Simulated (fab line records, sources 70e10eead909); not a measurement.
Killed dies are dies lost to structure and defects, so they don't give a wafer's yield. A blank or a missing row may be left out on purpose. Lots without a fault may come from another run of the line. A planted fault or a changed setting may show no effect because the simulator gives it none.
Chamber matching | flow nand_harc | NHARC_P_GATE_STRIP_108 on rie_diel-03: 4 sister chambers
The step strips in O2. 8 wafers are shown with their chamber, then 8 later ones without.

WAFERS WITH THEIR CHAMBER
wafer  | chamber | drypump_motor_current_A (A) | showerhead_plenum_p_Torr (Torr)
L077.1 | 2       | 5.7                         | 3.39
L083.5 | 0       | 5.0                         | 3.51
L086.1 | 0       | 5.0                         | 3.51
L086.2 | 3       | 4.8                         | 3.46
L088.1 | 1       | 6.1                         | 3.50
L088.3 | 3       | 4.8                         | 3.46
L088.4 | 2       | 5.7                         | 3.38
L089.3 | 1       | 6.2                         | 3.50

WAFERS WITHOUT THEIR CHAMBER
wafer  | drypump_motor_current_A (A) | showerhead_plenum_p_Torr (Torr)
L089.4 | 5.7                         | 3.38
L089.5 | 4.8                         | 3.46
L092.1 | 4.8                         | 3.45
L092.5 | 5.0                         | 3.51
L092.6 | 4.8                         | 3.45
L094.2 | 4.8                         | 3.45
L094.5 | 5.0                         | 3.51
L094.6 | 4.8                         | 3.45

WHICH CHAMBER EACH WENT THROUGH
wafer  | from the rows above | in truth
L089.4 | 2                   | 2
L089.5 | 3                   | 3
L092.1 | 3                   | 3
L092.5 | 0                   | 0
L092.6 | 3                   | 3
L094.2 | 3                   | 3
L094.5 | 0                   | 0
L094.6 | 3                   | 3
Placed correctly: 8 of 8. Can't be placed from these rows: 0. Placed wrongly: 0.
How it was worked out, from the rows above alone: a wafer's distance from a chamber is the root of the sum, over the readings, of the square of ((its reading less the chamber's mean) divided by the reading's scatter). The wafer belongs to the nearest chamber; if the next one is less than 2 further off, it can't be placed. A chamber's mean is the mean of its shown wafers. The scatter: the root of (the sum of the squares of (reading less its chamber's mean) over the shown wafers, divided by (wafers less chambers)).
